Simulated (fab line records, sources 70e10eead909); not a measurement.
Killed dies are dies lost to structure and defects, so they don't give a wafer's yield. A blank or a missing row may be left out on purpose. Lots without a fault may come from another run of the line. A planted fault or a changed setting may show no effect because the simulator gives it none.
Chamber matching | flow nand_harc | NHARC_A_CHANNEL_HOLE_D2_DESCUM_15 on rie_diel-06: 4 sister chambers
The step chemistry O2, time 3 s. 4 wafers are shown with their chamber, then 10 later ones without.

WAFERS WITH THEIR CHAMBER
wafer  | chamber | showerhead_plenum_p_Torr (Torr)
L089.3 | 3       | 1.80
L089.4 | 1       | 1.87
L091.1 | 2       | 1.80
L091.2 | 0       | 1.85

WAFERS WITHOUT THEIR CHAMBER
wafer  | showerhead_plenum_p_Torr (Torr)
L091.3 | 1.80
L092.1 | 1.85
L092.4 | 1.80
L092.5 | 1.85
L094.2 | 1.79
L094.3 | 1.80
L094.5 | 1.87
L095.1 | 1.85
L095.3 | 1.80
L095.6 | 1.85

WHICH CHAMBER EACH WENT THROUGH
wafer  | from the rows above     | in truth
L091.3 | can't be placed: 2 or 3 | 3
L092.1 | 0                       | 0
L092.4 | can't be placed: 2 or 3 | 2
L092.5 | 0                       | 0
L094.2 | can't be placed: 2 or 3 | 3
L094.3 | can't be placed: 2 or 3 | 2
L094.5 | 1                       | 1
L095.1 | 0                       | 0
L095.3 | can't be placed: 2 or 3 | 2
L095.6 | 0                       | 0
Placed correctly: 5 of 10. Can't be placed from these rows: 5 (the true chamber is among the candidates in 5). Placed wrongly: 0.
How it was worked out, from the rows above alone: a wafer's distance from a chamber is the root of the sum, over the readings, of the square of ((its reading less the chamber's mean) divided by the reading's scatter). The wafer belongs to the nearest chamber; if the next one is less than 2 further off, it can't be placed. A chamber's mean is the mean of its shown wafers. The scatter: with one shown wafer a chamber, the root of the mean of the squares of how far each hidden wafer lies from its nearest shown one.
